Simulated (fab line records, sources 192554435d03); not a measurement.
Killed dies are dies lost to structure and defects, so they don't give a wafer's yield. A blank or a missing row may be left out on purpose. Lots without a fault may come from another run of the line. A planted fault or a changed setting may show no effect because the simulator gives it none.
fab line records | flow n5_finfet | part 2 of 2: steps 19 to 25 of 25
record lots=5 wafers=15 last_day=18
route steps=1938 shown FIN_SAQP@110
lots that met no fault: from a run of the same line without faults
start_h: hours from the record's first day to the start of the lot's first wafer shown | wait_h: hours since the lot's step before | " the same as in the row above | L1.1+2: a row that stands for several wafers | - no value, or no start given | * or withheld: withheld | < > ~ a bound
route shown NAME@n: a module of which the file shows steps, and the number in the route of the first | usual: mean/standard deviation of fault-free wafers | same: alike in all rows | chamber/n: place in a boat | sites: the reading at each site | _std_site: their standard deviation | _edge_site: outer sites' mean less inner sites' | radius_mm: how far each site lies from the wafer's centre | mask NAME#n: copy n | behind: the tool/chamber that last shaped the wafer | hold: why the lot was held/for how many hours/how that ended | device: the transistor (n, p or np) that didn't switch | end of line: the same wafers' tests at the end of the route | a step without rows: its recipe alone | killed: dies lost to structure and defects at the first sort, not the wafer's yield | map: a wafer's dies, x killed, . not, _ none there
set.NAME: the setting as run; set.NAME@STEP: as run at that earlier step | model.NAME: the simulator's own value behind a step, which no gauge read
lots at some steps of the route; a table a step, a row a wafer
services: from which hour (start_h, from the record's first day; less than 0 if before it) a tool's chamber was out of use, for how many hours, and why
## steps
# step N5_FIN_SAQP_CD_MEAS_27
# recipe target_cd_nm=20 landing_energy_ev=1000 detector=se_inlens polarity=line
# usual cd_nm=20.29/0.24
# columns lot.wafer tool chamber start_h wait_h cd_nm
L077.1 cd_sem-01 0 42.24 0.1 20.25
L077.4 " 0 " " 20.05
L077.6 " 0 " " 20.39
L078.1 cd_sem-01 0 47.51 0.1 20.58
L078.5 " 0 " " 20.41
L078.6 " 0 " " 20.40
L080.1 cd_sem-01 0 59.61 0.1 20.48
L080.5 " 0 " " 20.22
L080.6 " 0 " " 20.08
L087.1 cd_sem-01 0 103.10 0.1 20.21
L087.3 " 0 " " 20.34
L087.5 " 0 " " 20.14
L097.1 cd_sem-02 0 161.67 0.1 20.37
L097.4 " 0 " " 20.17
L097.6 " 0 " " 20.46
# step N5_FIN_SAQP_ETCH_57
# recipe chemistry=CH3F/O2 target=SiNx mask_material=SiO2 target_depth_a=325 time_s=46.4 pressure_mtorr=30 source_w=395 bias_w=73 Ar_flow_sccm=150 CH3F_flow_sccm=30 O2_flow_sccm=20 ion_energy_ev=120 ends=cleared
# usual drypump_motor_current_A=5.9/0.41 etch_rf_on_time_s=46.8/0.91 oes_f_703_au=0.76/0.083 oes_product_au=0.64/0.073 rf_vpp_V=298/3.9 showerhead_plenum_p_Torr=2.00/0.054 throttle_valve_pct=16.45/0.27
# columns lot.wafer tool chamber start_h wait_h drypump_motor_current_A etch_rf_on_time_s oes_f_703_au oes_product_au rf_hours_counter_h rf_vpp_V showerhead_plenum_p_Torr throttle_valve_pct
L077.1 rie_diel-03 0 42.44 0.2 5.7 46.1 0.94 0.79 15 295 2.04 16.38
L077.4 " 3 " " 6.3 46.5 0.85 0.73 58 301 2.03 16.13
L077.6 " 1 " " 6.5 47.7 0.69 0.59 - 299 1.97 16.82
L078.1 rie_diel-04 3 47.56 0.0 6.3 47.7 0.71 0.59 209 294 1.90 16.71
L078.5 " 0 " " 5.4 47.1 0.70 0.60 - 301 2.07 16.36
L078.6 " 3 " " 6.3 47.1 0.71 0.59 - 293 1.90 16.71
L080.1 rie_diel-03 2 59.66 0.0 5.5 46.5 0.72 0.62 184 303 2.07 16.79
L080.5 " 1 " " 6.5 47.9 0.68 0.58 - 301 1.97 16.82
L080.6 " 2 " " 5.5 47.4 0.72 0.61 - 304 2.07 16.78
L087.1 rie_diel-05 0 103.20 0.1 6.1 45.6 0.85 0.73 46 300 1.96 16.02
L087.3 " 2 " " 6.3 45.9 0.85 0.71 53 292 1.95 16.03
L087.5 " 1 " " 6.2 47.6 0.69 0.60 - 300 1.98 16.71
L097.1 rie_diel-04 1 161.72 0.0 6.0 46.8 0.71 0.60 182 297 1.99 16.35
L097.4 " 3 " " 6.3 48.6 0.69 0.58 - 293 1.89 16.79
L097.6 " 3 " " 6.4 48.6 0.70 0.58 - 293 1.89 16.78
# step N5_FIN_SAQP_ETCH_65
# recipe chemistry=CF4 target=SiO2 target_depth_a=40 ion_energy_ev=350 time_s=4.4 pressure_mtorr=10 icp_w=800 bias_w=400 cf4_flow_sccm=80
# usual drypump_motor_current_A=5.7/0.46 oes_product_au=1.004/0.015 throttle_valve_pct=21.66/0.18
# columns lot.wafer tool chamber start_h wait_h drypump_motor_current_A oes_product_au rf_hours_counter_h throttle_valve_pct
L077.1 rie_si-06 2 42.55 0.1 6.4 1.003 8 21.71
L077.4 " 2 " " 6.4 1.010 - 21.72
L077.6 " 0 " " 5.8 1.014 - 21.71
L078.1 rie_si-05 0 47.67 0.1 5.5 1.022 113 21.72
L078.5 " 3 " " 6.4 0.984 - 21.69
L078.6 " 1 " " 5.6 1.001 - 21.52
L080.1 rie_si-06 1 59.77 0.1 4.9 1.021 92 21.77
L080.5 " 0 " " 5.8 1.023 - 21.72
L080.6 " 1 " " 4.9 1.012 - 21.78
L087.1 rie_si-05 3 103.31 0.1 6.4 0.986 126 21.70
L087.3 " 1 " " 5.6 1.001 128 21.51
L087.5 " 1 " " 5.6 1.004 - 21.52
L097.1 rie_si-06 3 161.87 0.1 5.6 0.998 60 21.42
L097.4 " 0 " " 5.8 1.012 116 21.71
L097.6 " 3 " " 5.6 0.985 - 21.44
# step N5_FIN_SAQP_MANDREL_ETCH_58
# recipe chemistry=HBr/Cl2 target=a-Si target_depth_a=450 bt_time_s=10 stop_on=SiNx mask_material=SiO2 over_etch_frac=0.8 time_s=27 pressure_mtorr=10 icp_w=800 bias_w=75 HBr_flow_sccm=150 Cl2_flow_sccm=80 ends=end_point
# usual drypump_motor_current_A=5.8/0.46 oes_product_au=0.701/0.01 throttle_valve_pct=35.38/0.23
# columns lot.wafer tool chamber start_h wait_h drypump_motor_current_A oes_product_au rf_hours_counter_h throttle_valve_pct
L077.1 rie_si-06 2 42.60 0.0 6.4 0.691 8 35.75
L077.4 " 2 " " 6.4 0.710 - 35.70
L077.6 " 0 " " 5.8 0.703 - 35.26
L078.1 rie_si-05 0 47.70 0.0 5.5 0.708 113 35.46
L078.5 " 3 " " 6.4 0.701 - 35.44
L078.6 " 1 " " 5.6 0.693 - 35.15
L080.1 rie_si-06 1 59.80 0.0 4.9 0.706 92 35.34
L080.5 " 0 " " 5.9 0.709 - 35.26
L080.6 " 1 " " 4.9 0.720 - 35.33
L087.1 rie_si-05 3 103.34 0.0 6.4 0.685 126 35.46
L087.3 " 1 " " 5.6 0.703 128 35.16
L087.5 " 1 " " 5.6 0.695 - 35.15
L097.1 rie_si-06 3 161.91 0.0 5.6 0.699 60 35.20
L097.4 " 0 " " 5.8 0.706 116 35.29
L097.6 " 3 " " 5.6 0.701 - 35.19
# step N5_FIN_SAQP_RECESS_63
# recipe chemistry=HF/NH3 target=SiO2 target_depth_a=180 afs_cycles=3 temp_c=30 sublimation_temp_c=180 sublimation_time_s=60
# usual drypump_motor_current_A=5.4/0.39 foreline_p_Torr=0.1281/0.00047
# columns lot.wafer tool chamber start_h wait_h drypump_motor_current_A foreline_p_Torr
L077.1 vapor_etch-01 0 42.71 0.1 5.5 0.1277
L077.4 " 1 " " 4.7 0.1284
L077.6 " 0 " " 5.5 0.1277
L078.1 vapor_etch-01 1 47.78 0.1 4.7 0.1281
L078.5 " 1 " " 4.7 0.1280
L078.6 " 0 " " 5.5 0.1292
L080.1 vapor_etch-01 1 59.88 0.1 4.7 0.1278
L080.5 " 1 " " 4.7 0.1279
L080.6 " 0 " " 5.5 0.1281
L087.1 vapor_etch-02 1 103.42 0.1 5.5 0.1272
L087.3 " 0 " " 5.8 0.1278
L087.5 " 0 " " 5.8 0.1275
L097.1 vapor_etch-02 0 162.32 0.4 5.8 0.1283
L097.4 " 1 " " 5.4 0.1278
L097.6 " 1 " " 5.4 0.1272
# step N5_FIN_SAQP_COAT_68
# recipe resist=SOC temp_c=250 time_s=60 spin_rpm=1500 resist_thk_nm=100
# usual spin_speed_rpm=1500.1/1.2
# columns lot.wafer tool chamber start_h wait_h spin_speed_rpm
L077.1 litho_track-04 0 43.09 0.3 1500.2
L077.4 " 0 " " 1499.1
L077.6 " 0 " " 1500.6
L078.1 litho_track-04 0 48.17 0.3 1497.9
L078.5 " 0 " " 1496.1
L078.6 " 0 " " 1498.7
L080.1 litho_track-01 0 60.27 0.3 1500.2
L080.5 " 0 " " 1501.3
L080.6 " 0 " " 1501.1
L087.1 litho_track-05 0 103.80 0.3 1499.3
L087.3 " 0 " " 1501.8
L087.5 " 0 " " 1499.8
L097.1 litho_track-05 0 162.72 0.3 1498.7
L097.4 " 0 " " 1498.9
L097.6 " 0 " " 1500.7
# step N5_FIN_SAQP_ETCH_69
# recipe chemistry=N2/H2 target=SOC target_depth_a=1500 stop_on=SiNx ion_energy_ev=100 bias_w=61 pressure_mtorr=30 source_w=850 n2_flow_sccm=200 h2_flow_sccm=200
# usual drypump_motor_current_A=6.1/0.34 oes_product_au=0.77/0.083 rf_vpp_V=240.6/1.1 showerhead_plenum_p_Torr=2.54/0.069 throttle_valve_pct=17.92/0.28
# columns lot.wafer tool chamber start_h wait_h drypump_motor_current_A oes_product_au rf_hours_counter_h rf_vpp_V showerhead_plenum_p_Torr throttle_valve_pct
L077.1 rie_diel-05 2 43.22 - 6.3 0.86 32 240.3 2.49 17.50
L077.4 " 3 " " 6.2 0.73 162 243.2 2.65 18.18
L077.6 " 3 " " 6.2 0.75 - 243.0 2.65 18.19
L078.1 rie_diel-05 2 48.23 - 6.3 0.86 33 239.3 2.49 17.50
L078.5 " 2 " " 6.3 0.86 - 239.1 2.49 17.51
L078.6 " 3 " " 6.2 0.74 - 242.7 2.64 18.19
L080.1 rie_diel-05 0 60.33 - 6.0 0.89 30 240.4 2.49 17.57
L080.5 " 3 " " 6.2 0.73 - 242.2 2.64 18.19
L080.6 " 2 " " 6.3 0.85 - 240.7 2.49 17.51
L087.1 rie_diel-05 1 103.87 - 6.2 0.69 225 241.2 2.51 18.15
L087.3 " 3 " " 6.2 0.73 184 241.3 2.64 18.22
L087.5 " 1 " " 6.2 0.69 - 241.8 2.51 18.13
L097.1 rie_diel-04 1 162.78 - 6.1 0.70 182 241.6 2.54 17.87
L097.4 " 3 " " 6.4 0.67 - 238.6 2.40 18.21
L097.6 " 3 " " 6.3 0.67 - 238.8 2.40 18.21
## services
# columns tool chamber start_h hours kind
rie_diel-04 0 26.18 3.2 repair
rie_diel-05 1 32.52 6.7 repair
rie_si-06 1 37.16 9.8 repair
rie_si-02 1 40.66 6.6 repair
rie_si-05 2 42.91 7.4 repair
rie_si-06 2 77.98 1.8 repair
ald_sin-03 - 86.27 14.0 pm
ald_sin-04 - 87.09 0.4 repair
rie_diel-04 - 94.95 0.9 repair
ald_sin-04 - 103.29 4.3 pm
rie_si-06 2 121.58 4.2 repair
rie_diel-03 1 123.06 - clean
rie_diel-03 1 123.06 - consumable_replace:focus_ring
rie_diel-03 1 123.06 22.2 scheduled_down
rie_diel-03 1 123.06 22.2 vent_cycle
ald_sin-03 - 126.31 2.5 repair
ald_sin-04 2 133.92 6.5 repair
ald_sin-04 - 148.08 6.1 pm
rie_diel-04 2 149.43 - clean
rie_diel-04 2 149.43 - consumable_replace:focus_ring
rie_diel-04 2 149.43 24.1 scheduled_down
rie_diel-04 2 149.43 24.1 vent_cycle
rie_diel-04 0 154.52 2.4 repair
rie_diel-04 0 161.59 5.3 repair
